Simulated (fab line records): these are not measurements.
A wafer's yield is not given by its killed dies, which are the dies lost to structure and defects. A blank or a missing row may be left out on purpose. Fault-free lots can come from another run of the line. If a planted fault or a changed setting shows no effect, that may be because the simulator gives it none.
Which of the tools did it? :: flow n5-finfet :: 34 wafers from 12 lots sampled at 3 of the route's 1938 steps

## WHAT THE GAUGES READ, wafer by wafer
N5_HKMG_FIN_THK_MEAS_70: measures by xrf. Usual: HK_THK typically reads 1.598 nm, with standard deviation 0.019.
lot: L695
measured: day 4 05:31
on: film-metro-01
HK_THK (nm): 1.604 1.633
flag: 

lot: L698
measured: day 4 21:38
on: film-metro-02
HK_THK (nm): 1.613 1.633 1.614
flag: 

lot: L699
measured: day 5 05:15
on: film-metro-01
HK_THK (nm): 1.591 1.590 1.615
flag: 

lot: L701
measured: day 5 16:35
on: film-metro-02
HK_THK (nm): 1.606 1.603 1.584
flag: 

lot: L702
measured: day 5 22:46
on: film-metro-01
HK_THK (nm): 1.593 1.590 1.598
flag: 

lot: L703
measured: day 6 04:28
on: film-metro-02
HK_THK (nm): 1.575 1.577 1.594
flag: 

lot: L709
measured: day 7 15:08
on: film-metro-02
HK_THK (nm): 1.623 1.571 1.626
flag: 

lot: L712
measured: day 8 08:50
on: film-metro-01
HK_THK (nm): 1.616 1.607
flag: 

lot: L713
measured: day 8 16:50
on: film-metro-02
HK_THK (nm): 1.599 1.625 1.573
flag: 

lot: L715
measured: day 9 04:27
on: film-metro-02
HK_THK (nm): 1.609 1.563 1.580
flag: 

lot: L716
measured: day 9 16:05
on: film-metro-02
HK_THK (nm): 1.599 1.600 1.588
flag: 

lot: L717
measured: day 9 17:02
on: film-metro-01
HK_THK (nm): 1.599 1.604 1.589
flag: 

## WHAT TOOL EACH LOT RAN ON (gives the tool, then ch and the chambers of the sampled wafers, and finally the start)
lot: L695
N5_SDB_CUT_ETCH_26: rie-si-01 ch 1,2, day 3 21:40
N5_HKMG_FIN_ALD_36: ald-metal-02 ch 1,3, day 4 05:14

lot: L698
N5_SDB_CUT_ETCH_26: rie-si-01 ch 1,2,3, day 4 12:39
N5_HKMG_FIN_ALD_36: ald-metal-03 ch 0,3, day 4 21:22

lot: L699
N5_SDB_CUT_ETCH_26: rie-si-01 ch 1,2,3, day 4 21:43
N5_HKMG_FIN_ALD_36: ald-metal-04 ch 0,1,2, day 5 04:58

lot: L701
N5_SDB_CUT_ETCH_26: rie-si-01 ch 0,1, day 5 09:25
N5_HKMG_FIN_ALD_36: ald-metal-02 ch 0,2, day 5 16:19

lot: L702
N5_SDB_CUT_ETCH_26: rie-si-01 ch 0,3, day 5 15:17
N5_HKMG_FIN_ALD_36: ald-metal-02 ch 2,3, day 5 22:29

lot: L703
N5_SDB_CUT_ETCH_26: rie-si-01 ch 0,3, day 5 20:49
N5_HKMG_FIN_ALD_36: ald-metal-02 ch 0,1,3, day 6 04:11

lot: L709
N5_SDB_CUT_ETCH_26: rie-si-05 ch 0,1,2, day 7 06:35
N5_HKMG_FIN_ALD_36: ald-metal-02 ch 1,2,3, day 7 14:51

lot: L712
N5_SDB_CUT_ETCH_26: rie-si-06 ch 0,1, day 7 23:59
N5_HKMG_FIN_ALD_36: ald-metal-03 ch 0,3, day 8 08:33

lot: L713
N5_SDB_CUT_ETCH_26: rie-si-01 ch 1,2, day 8 09:24
N5_HKMG_FIN_ALD_36: ald-metal-03 ch 0,1, day 8 16:34

lot: L715
N5_SDB_CUT_ETCH_26: rie-si-01 ch 0,2,3, day 8 20:40
N5_HKMG_FIN_ALD_36: ald-metal-03 ch 1,2,3, day 9 04:10

lot: L716
N5_SDB_CUT_ETCH_26: rie-si-05 ch 0,1,3, day 9 08:37
N5_HKMG_FIN_ALD_36: ald-metal-03 ch 0,3, day 9 15:48

lot: L717
N5_SDB_CUT_ETCH_26: rie-si-06 ch 1,2,3, day 9 09:37
N5_HKMG_FIN_ALD_36: ald-metal-03 ch 0,2,3, day 9 16:45
- N5_SDB_CUT_ETCH_26: etches Si in HBr/Cl2/O2, target depth 129.6 nm, bt time 20 s, time 51.8 s.
- N5_HKMG_FIN_ALD_36: deposits TiN, target thk 1 nm, pulse time 1 s, purge time 3 s.

## WHAT THE TOOLS THEMSELVES READ (means of the sampled wafers that have a number; where no wafer has one, the mark that the record gives instead)
N5_SDB_CUT_ETCH_26. Usual: drypump-motor-current-A 5.5 A, standard deviation 0.56; oes-product-au 1.001 a.u., standard deviation 0.018; throttle-valve-pct 37.0 %, standard deviation 0.31.
lot: L695
tool: rie-si-01
drypump-motor-current-A (A): 5.1
oes-product-au (a.u.): 1.012
throttle-valve-pct (%): 36.8
flag: 

lot: L698
tool: rie-si-01
drypump-motor-current-A (A): 5.3
oes-product-au (a.u.): 1.010
throttle-valve-pct (%): 37.0
flag: 

lot: L699
tool: rie-si-01
drypump-motor-current-A (A): 5.2
oes-product-au (a.u.): 1.006
throttle-valve-pct (%): 37.0
flag: 

lot: L701
tool: rie-si-01
drypump-motor-current-A (A): 5.0
oes-product-au (a.u.): 1.014
throttle-valve-pct (%): 36.8
flag: 

lot: L702
tool: rie-si-01
drypump-motor-current-A (A): 5.2
oes-product-au (a.u.): 1.003
throttle-valve-pct (%): 37.1
flag: 

lot: L703
tool: rie-si-01
drypump-motor-current-A (A): 5.4
oes-product-au (a.u.): 0.998
throttle-valve-pct (%): 37.3
flag: 

lot: L709
tool: rie-si-05
drypump-motor-current-A (A): 6.0
oes-product-au (a.u.): 1.007
throttle-valve-pct (%): 37.1
flag: 

lot: L712
tool: rie-si-06
drypump-motor-current-A (A): 5.2
oes-product-au (a.u.): 0.982
throttle-valve-pct (%): 36.9
flag: 

lot: L713
tool: rie-si-01
drypump-motor-current-A (A): 5.1
oes-product-au (a.u.): 1.007
throttle-valve-pct (%): 36.9
flag: 

lot: L715
tool: rie-si-01
drypump-motor-current-A (A): 5.3
oes-product-au (a.u.): 1.000
throttle-valve-pct (%): 37.2
flag: 

lot: L716
tool: rie-si-05
drypump-motor-current-A (A): 5.4
oes-product-au (a.u.): 0.986
throttle-valve-pct (%): 37.0
flag: 

lot: L717
tool: rie-si-06
drypump-motor-current-A (A): 5.7
oes-product-au (a.u.): 1.008
throttle-valve-pct (%): 36.9
flag: 

N5_HKMG_FIN_ALD_36. Usual: heater-power-w 872 W, standard deviation 96; precursor-pulse-height-rel 1.001, standard deviation 0.019.
lot: L695
tool: ald-metal-02
heater-power-w (W): 802
precursor-pulse-height-rel: 0.986
flag: 

lot: L698
tool: ald-metal-03
heater-power-w (W): 849
precursor-pulse-height-rel: 1.000
flag: 

lot: L699
tool: ald-metal-04
heater-power-w (W): 926
precursor-pulse-height-rel: 0.993
flag: 

lot: L701
tool: ald-metal-02
heater-power-w (W): 733
precursor-pulse-height-rel: 0.987
flag: 

lot: L702
tool: ald-metal-02
heater-power-w (W): 786
precursor-pulse-height-rel: 0.987
flag: 

lot: L703
tool: ald-metal-02
heater-power-w (W): 779
precursor-pulse-height-rel: 1.009
flag: 

lot: L709
tool: ald-metal-02
heater-power-w (W): 776
precursor-pulse-height-rel: 1.008
flag: 

lot: L712
tool: ald-metal-03
heater-power-w (W): 872
precursor-pulse-height-rel: 1.002
flag: 

lot: L713
tool: ald-metal-03
heater-power-w (W): 839
precursor-pulse-height-rel: 1.026
flag: 

lot: L715
tool: ald-metal-03
heater-power-w (W): 956
precursor-pulse-height-rel: 0.992
flag: 

lot: L716
tool: ald-metal-03
heater-power-w (W): 859
precursor-pulse-height-rel: 1.012
flag: 

lot: L717
tool: ald-metal-03
heater-power-w (W): 886
precursor-pulse-height-rel: 1.011
flag: 

## THE ANSWER, worked out from the rows above alone
Rule: lot off if the mean of its wafers having a number is beyond 3 standard deviations from the usual mean. Also off: a lot with no number at a reading for which 4 or more lots have one. Where the step has rows for the other lots, those lots are counted as sound. Order of review: gauges by route order, followed by the tools' own readings, for which a lot's mean as printed above is used. At the first step where some lot is off, the reading lying furthest off is the one used; lots without a number count as furthest.
None of the lots is off at any reading shown; this tells nothing.

## WHAT WAS PUT IN BY THE SIMULATOR
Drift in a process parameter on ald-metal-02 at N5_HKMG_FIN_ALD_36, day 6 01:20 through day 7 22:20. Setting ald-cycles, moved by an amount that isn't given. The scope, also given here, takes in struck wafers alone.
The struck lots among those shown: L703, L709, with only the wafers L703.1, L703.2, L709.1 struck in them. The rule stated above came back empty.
